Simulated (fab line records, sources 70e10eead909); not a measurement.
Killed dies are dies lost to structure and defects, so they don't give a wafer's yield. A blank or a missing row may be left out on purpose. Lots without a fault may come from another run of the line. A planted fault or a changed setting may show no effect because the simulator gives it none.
fab line records | flow nand_harc
record lots=6 wafers=18 last_day=25
route steps=1159 shown THIN_TSV@1107 END@1159
lots that met no fault: from a run of the same line without faults
start_h: hours from the record's first day to the start of the lot's first wafer shown | wait_h: hours since the lot's step before | " the same as in the row above | L1.1+2: a row that stands for several wafers | - no value, or no start given | * or withheld: withheld | < > ~ a bound
route shown NAME@n: a module of which the file shows steps, and the number in the route of the first | usual: mean/standard deviation of fault-free wafers | same: alike in all rows | chamber/n: place in a boat | sites: the reading at each site | _std_site: their standard deviation | _edge_site: outer sites' mean less inner sites' | radius_mm: how far each site lies from the wafer's centre | mask NAME#n: copy n | behind: the tool/chamber that last shaped the wafer | hold: why the lot was held/for how many hours/how that ended | device: the transistor (n, p or np) that didn't switch | end of line: the same wafers' tests at the end of the route | a step without rows: its recipe alone | killed: dies lost to structure and defects at the first sort, not the wafer's yield | map: a wafer's dies, x killed, . not, _ none there
set.NAME: the setting as run; set.NAME@STEP: as run at that earlier step | model.NAME: the simulator's own value behind a step, which no gauge read
lots at some steps of the route; a table a step, a row a wafer
services: from which hour (start_h, from the record's first day; less than 0 if before it) a tool's chamber was out of use, for how many hours, and why
## steps
# step NHARC_THIN_TSV_DEP_43
# recipe target_thk_a=13285 temp_c=withheld pressure_torr=6.5 rf_w=900 teos_flow_sccm=161.4 flow_sccm=2650 target_thk_nm=1328.5 gas=O2 material=SiO2
# usual throttle_valve_pct=16.2/0.49
# columns lot.wafer tool chamber start_h wait_h throttle_valve_pct
L311.1 pecvd-03 1 493.49 - 16.3
L311.5 " 2 " " 15.4
L311.4 " 1 " " 16.4
L310.2 pecvd-03 0 494.69 - 16.3
L310.4 " 2 " " 15.7
L310.5 " 0 " " 16.7
L319.2 pecvd-02 1 506.59 - 17.0
L319.5 " 1 " " 16.8
L319.4 " 2 " " 15.9
L332.1 pecvd-01 1 549.40 - 15.4
L332.3 " 2 " " 16.4
L332.6 " 1 " " 15.3
L331.3 pecvd-03 1 558.01 - 16.8
L331.5 " 1 " " 16.6
L331.4 " 2 " " 15.8
L333.2 pecvd-03 0 565.49 - 17.0
L333.4 " 1 " " 16.6
L333.5 " 0 " " 16.6
# step NHARC_THIN_TSV_DEHYDRATE_04
# recipe temp_c=150 time_s=120
# step NHARC_THIN_TSV_HMDS_05
# recipe time_s=30
# step NHARC_THIN_TSV_COAT_06
# recipe spin_rpm=*
# step NHARC_THIN_TSV_SOFTBAKE_07
# recipe temp_c=122 time_s=95
# step NHARC_THIN_TSV_EBR_08
# step NHARC_THIN_TSV_EXPOSE_09
# recipe na=0.55 dose_mj=30.7 mask_id=TSV
# step NHARC_THIN_TSV_PEB_10
# recipe peb_temp_c=118 peb_time_s=85
# step NHARC_THIN_TSV_DEVELOP_11
# recipe time_s=70
# step NHARC_THIN_TSV_CD_MEAS_12
# recipe target_cd_nm=1000 landing_energy_ev=500
# usual cd_nm=1000.1/2.1
# columns lot.wafer tool chamber start_h wait_h cd_nm
L311.1 cd_sem-01 0 494.12 - 1000.2
L311.4 " 0 " " 1002.1
L311.5 " 0 " " 1001.5
L310.2 cd_sem-01 0 495.30 - 998.1
L310.4 " 0 " " 1002.3
L310.5 " 0 " " 1000.6
L319.2 cd_sem-03 0 507.44 - 999.8
L319.4 " 0 " " 1000.7
L319.5 " 0 " " 1001.4
L332.1 cd_sem-03 0 550.23 - 1001.1
L332.3 " 0 " " 1004.3
L332.6 " 0 " " 1000.7
L331.3 cd_sem-02 0 558.72 - 1001.6
L331.4 " 0 " " 1002.1
L331.5 " 0 " " 1000.5
L333.2 cd_sem-01 0 566.11 - 998.1
L333.4 " 0 " " 1002.1
L333.5 " 0 " " 1000.3
# step NHARC_THIN_TSV_HARDBAKE_13
# recipe temp_c=125 time_s=80
# step NHARC_THIN_TSV_DESCUM_14
# recipe time_s=3 o2_flow_sccm=200 ar_flow_sccm=0 bias_power_w=0 chemistry=O2
# usual drypump_motor_current_A=5.9/0.41 oes_product_au=0.999/0.01 rf_vpp_V=57.8/0.92 showerhead_plenum_p_Torr=1.94/0.095 throttle_valve_pct=11.312/0.0096
# columns lot.wafer tool chamber start_h wait_h drypump_motor_current_A oes_product_au rf_hours_counter_h rf_vpp_V showerhead_plenum_p_Torr throttle_valve_pct
L311.4 rie_diel-10 2 494.28 - 6.6 0.978 8 60.0 2.02 11.303
L311.1 " 1 " " 5.2 0.995 8 56.4 1.81 11.322
L311.5 " 3 " " 5.8 0.998 - 57.5 1.83 11.302
L310.2 rie_diel-09 1 495.48 - 6.1 0.996 2 57.8 2.04 11.312
L310.4 " 2 " " 5.3 0.993 2 58.3 1.80 11.300
L310.5 " 1 " " 6.1 0.988 - 57.5 2.04 11.317
L319.4 rie_diel-09 3 507.60 - 6.0 1.022 5 59.2 1.94 11.308
L319.2 " 1 " " 6.1 0.996 4 57.7 2.04 11.301
L319.5 " 0 " " 6.3 1.013 - 58.9 2.01 11.308
L332.3 rie_diel-09 0 550.40 - 6.2 1.003 10 58.9 2.01 11.313
L332.1 " 2 " " 5.2 1.000 10 56.5 1.80 11.308
L332.6 " 3 " " 6.0 1.009 - 57.7 1.94 11.326
L331.4 rie_diel-09 3 558.88 - 6.0 1.001 10 59.3 1.94 11.316
L331.3 " 2 " " 5.2 1.001 10 56.1 1.80 11.306
L331.5 " 0 " " 6.2 1.005 - 58.6 2.01 11.324
L333.2 rie_diel-10 1 566.27 - 5.2 0.981 1 56.9 1.81 11.314
L333.4 " 0 " " 6.3 0.984 1 60.1 2.04 11.306
L333.5 " 1 " " 5.3 0.991 - 57.2 1.81 11.320
# step NHARC_THIN_TSV_ETCH_44
# recipe target_depth_a=15942 time_s=797.1 cf4_flow_sccm=150 o2_flow_sccm=10 ar_flow_sccm=0 rf_w=300 bias_w=800 chemistry=CF4/O2
# usual drypump_motor_current_A=5.9/0.4 oes_product_au=0.999/0.0092 rf_vpp_V=796/5.3 run_length_s=818.4/0.5 showerhead_plenum_p_Torr=1.85/0.085 throttle_valve_pct=16.914/0.0095
# columns lot.wafer tool chamber start_h wait_h drypump_motor_current_A oes_product_au rf_hours_counter_h rf_vpp_V run_length_s showerhead_plenum_p_Torr throttle_valve_pct
L311.1 rie_diel-10 0 494.37 0.1 6.3 0.995 8 800 818.4 1.94 16.909
L311.4 " 1 " " 5.2 0.987 8 788 818.9 1.74 16.921
L311.5 " 0 " " 6.3 0.999 - 800 818.8 1.94 16.921
L310.2 rie_diel-09 0 495.62 0.1 6.2 1.001 1 800 817.4 1.92 16.906
L310.4 " 1 " " 6.1 0.987 2 802 818.6 1.94 16.926
L310.5 " 0 " " 6.2 1.013 - 800 817.7 1.92 16.924
L319.4 rie_diel-09 2 507.70 0.1 5.3 0.994 4 787 818.5 1.73 16.901
L319.2 " 3 " " 6.0 1.008 5 795 819.2 1.86 16.911
L319.5 " 3 " " 6.0 1.002 - 795 818.9 1.86 16.927
L332.3 rie_diel-09 0 550.48 0.1 6.2 0.999 10 799 666.1 1.92 16.901
L332.1 " 3 " " 6.0 1.005 10 796 819.4 1.86 16.905
L332.6 " 1 " " 6.1 0.990 - 800 818.8 1.94 16.905
L331.3 rie_diel-09 3 559.08 0.2 6.0 1.003 10 795 819.3 1.86 16.901
L331.4 " 0 " " 6.2 1.007 11 801 666.2 1.92 16.907
L331.5 " 1 " " 6.1 0.991 - 801 818.5 1.94 16.911
L333.4 rie_diel-10 0 566.42 0.1 6.3 0.989 1 802 818.5 1.94 16.909
L333.2 " 2 " " 6.6 1.010 1 799 818.6 1.93 16.913
L333.5 " 3 " " 5.8 0.985 - 789 817.6 1.76 16.924
# step NHARC_THIN_TSV_ETCH_15
# recipe target_depth_a=30000 bosch_target_overetch_cycles=2 bosch_etch_step_s=2.8 bosch_dep_step_s=1.2 bosch_cycles=14
# usual drypump_motor_current_A=6.1/0.47
# columns lot.wafer tool chamber start_h wait_h drypump_motor_current_A rf_hours_counter_h
L311.1 rie_si-03 0 494.96 - 6.4 1.3
L311.4 " 2 " " 5.9 1.5
L311.5 " 3 " " 6.5 -
L310.2 rie_si-04 1 496.14 - 6.4 0.3
L310.4 " 3 " " 6.6 0.4
L310.5 " 1 " " 6.4 -
L319.4 rie_si-03 1 508.29 - 5.4 1.7
L319.2 " 2 " " 5.9 1.7
L319.5 " 1 " " 5.4 -
L332.3 rie_si-04 0 551.06 - 6.5 1.0
L332.1 " 1 " " 6.4 0.8
L332.6 " 3 " " 6.6 -
L331.3 rie_si-03 0 559.53 - 6.4 0.4
L331.4 " 1 " " 5.3 0.4
L331.5 " 0 " " 6.4 -
L333.2 rie_si-03 1 566.96 - 5.3 0.5
L333.4 " 2 " " 6.0 0.2
L333.5 " 0 " " 6.4 -
# step NHARC_END_SORT_01
# recipe temp_c=25
# usual defect_limited_yield=95.6/1.6 killed_at_array=26/11 killed_at_other=0.4/0.78 killed_at_periphery=3.4/2.4 killed_dies=29/11 killed_open=3.1/1.9 killed_short=1.9/1.4 sort_bin_2_pct=1.3/0.63 sort_bin_3_pct=0.20/0.18 sort_bin_4_pct=2.8/1.1 sort_n_pass=648/11 sort_rim_yield_pct=95/3.4 sort_yield_pct=95.6/1.6
# same gross_dies=677 sort_bin_5_pct[%]=0 sort_bin_6_pct[%]=0 sort_bin_7_pct[%]=0 sort_bin_8_pct[%]=0 sort_rim_n_gross=106.00
# columns lot.wafer tool chamber start_h wait_h defect_limited_yield[%] killed_at_array killed_at_other killed_at_periphery killed_dies killed_open killed_short sort_bin_2_pct[%] sort_bin_3_pct[%] sort_bin_4_pct[%] sort_n_pass sort_rim_yield_pct[%] sort_yield_pct[%]
L332.3 prober-01 0 600.63 3.1 4.4 15 626 6 647 7 2 93.5 0 2.1 30 10 4.4
L331.4 prober-02 0 605.09 3.4 4.1 65 583 1 649 3 1 88.9 0.44 6.5 28 17 4.1
# killed by level:class
L332.3 THIN_TSV:area_etch=626 A_CHANNEL_HOLE_D1:chamber_film_flake=6 A_M1:chamber_film_flake=4 P_GATE:geometric_particle:open=2 P_CONTACT:geometric_particle:open=2 P_BONDPAD:geometric_particle:open=1 A_ONON_D1:geometric_particle:short=1 A_CHANNEL_HOLE_D1:geometric_particle:open=1
L331.4 THIN_TSV:area_etch=583 A_SLIT:chamber_film_flake=30 A_CHANNEL_HOLE_D1:chamber_film_flake=19 A_STAIRCASE:chamber_film_flake=4 A_CONTACT:chamber_film_flake=3 A_M0:chamber_film_flake=2 A_CHANNEL_FILL_D1:geometric_particle:open=1 A_WL_FILL:geometric_particle:short=1
# map L331.4 (x killed, . not)
____________x____________
_________xx..xx._________
_______xxxxxxxxxxx_______
______xxxxxxxxxxxx.______
_____xxxxxxxxxxxxxxx_____
____xxxxxxxx.xxxxxxxx____
____xxxxxxxxxxxxxxxx.____
___xxxxxxxxxxxxxxxxxxx___
___xxxxxxxxxxxxxxxxxxx___
__xxxxxxxxxxxxxxxxxxxxx__
__xxxxxxxxxxxxxxxxxxxxx__
_.xxxxxxxxxxxxxxxxxxxxxx_
_xxxxxxxxxxxxxxxxxxxxxx._
_xx.xxxxxxxxxxxxxxxxxx.._
_.xxxxxxxxxxxxxxxxxxxxxx_
_xxxxxxxxxxxxxxxxxxxxxx._
xxxxxxxxxxxxxxx.xxxxxxxxx
xxxxxxxxxxxxxxxxxxxxxxxx.
x.xxxxxxxxxxxxxxxxxxxxxx.
xxx.xxxxxxxxxxxxxxxxxxxxx
.xxxxxxxxxxxxxxxxxxxxx.x.
_xxxxxxxxxxxxxxxxxxxxxx._
_xxxxxxxxxxxxxxxxxxxxxxx_
_xxxxxxxxxxxxxxxxxxxxxxx_
_xxxxxxxxxxxxxxxxxxxxx.x_
_x.xxxxxxxxxxxxxxxxxxxxx_
__xxxxxxxxxxxxxxxxxxxxx__
__.xxxxxxxxxxxxxxxxxxxx__
___xxxxxxxxxxxxxxxxxxx___
___xxxxxxxxxxxxxx.xxxx___
____xxxxxxxxxxxxxx.xx____
____xxxxxxxxxxxxxxxxx____
_____.xxxxxxxxxxxxxx_____
______xxxxxxxxxxxxx______
_______xxxxxxxxxxx_______
_________xxxxxxx_________
____________x____________
# map L332.3 (x killed, . not)
____________.____________
_________x.xxxxx_________
_______..xxx.xxxx._______
______xx..xx.xx.xxx______
_____xx.xxxxxxxxxxx._____
____.xx..xx.xxxxxxxx.____
____xxxxxxxxxxxxxx..x____
___xxxxxxxxxxxxxxxxxxx___
___xxxxxxxxxxxxxxxxxxx___
__x.xxxxxxxxxxxxxxxxxxx__
__xxxxxxxxxxxxxxxxxxxxx__
_xxxxxxxxxxxxxxxxxxxx.xx_
_xxxxxxxxxxxxxxxxxxxxxxx_
_xxxxxxxxxxxxxxxxxxxxxxx_
_xxxxxxxxxxxxxxxxxxxxxxx_
_.xxxxxxxxxxxxxxxxxxxxxx_
xxxxx.xxxxxxxxxxxxxxxxxxx
xxxxxxxxxxxxxxxxxxxxxxxxx
xxxxxxxxxxxxxxxxxxxxxx.x.
xxxxxxxxxxxxxxxxxxxxxxxxx
xxxxxxxxxxxxxxxxxxxxxx.xx
_xxxxxxxxxxxxxxxxxxxxxxx_
_xxxxxxxxxxxxxxxxxxxxxxx_
_xxxxxxxxxxxxxxxxxxxxxxx_
_xxxxxxxxxxxxxxxxxxxxxxx_
_xxxxxxxxxxxxxxxxxxxxxxx_
__xxxxxxxxxxxxxxxxxxxxx__
__xxxxxxxxxxxxxxxxxxxxx__
___xxxxxxxxxxxxxxxxx.x___
___xxxxxxxxxxxxxxxxxxx___
____xxxxxxxxxxxxxxx.x____
____xxxxxxxxxxxxxxxxx____
_____xxxxxxxxxxxxxxx_____
______xxxx.xxxxxxxx______
_______xxxxxxxxxxx_______
_________.xxxxxx_________
____________x____________
## services
# columns tool chamber start_h hours kind
pecvd-01 2 470.39 4.3 repair
pecvd-03 - 473.18 13.0 pm
rie_diel-09 0 489.10 - clean
rie_diel-09 1 489.10 - clean
rie_diel-09 2 489.10 - clean
rie_diel-09 3 489.10 - clean
pecvd-01 1 501.68 5.0 repair
rie_si-03 - 509.00 9.0 pm
pecvd-03 - 510.36 1.3 repair
rie_diel-09 0 513.60 - clean
rie_diel-09 1 513.60 - clean
rie_diel-09 2 513.60 - clean
rie_diel-09 3 513.60 - clean
pecvd-02 - 515.28 13.0 pm
pecvd-01 0 522.17 5.7 repair
rie_diel-09 3 523.29 4.3 repair
pecvd-03 0 523.88 7.3 repair
rie_si-03 2 527.13 5.0 repair
rie_diel-10 - 530.79 9.0 pm
rie_diel-09 0 538.30 - clean
rie_diel-09 1 538.30 - clean
rie_diel-09 2 538.30 - clean
rie_diel-10 3 539.98 20.8 repair
rie_diel-10 - 546.09 0.3 repair
## key
first_sign step=NHARC_THIN_TSV_ETCH_44 reading=run_length_s direction=down sigmas=99+ usual=* struck=*
effect step=NHARC_END_SORT_01 reading=killed_at_other direction=up sigmas=99+ usual=0.4 struck=604.5
more_kills_born_at NHARC_THIN_TSV_ETCH_44@rie_diel-09=1209
met_at NHARC_THIN_TSV_ETCH_44
struck_wafers L331.4,L332.3
later_rows_left_out L331.4,L332.3
onset_between 495.62 550.48
fault kind=process_parameter_drift tool=rie_diel-09 chamber=0 onset_h=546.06 steps=NHARC_THIN_TSV_ETCH_44 channel=time_s offset=* shape=step end_h=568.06 acts_in=* stated=*
# later_rows_left_out: the simulator's readings of these wafers behind a module that went badly wrong aren't trusted and aren't shown, but for the sort
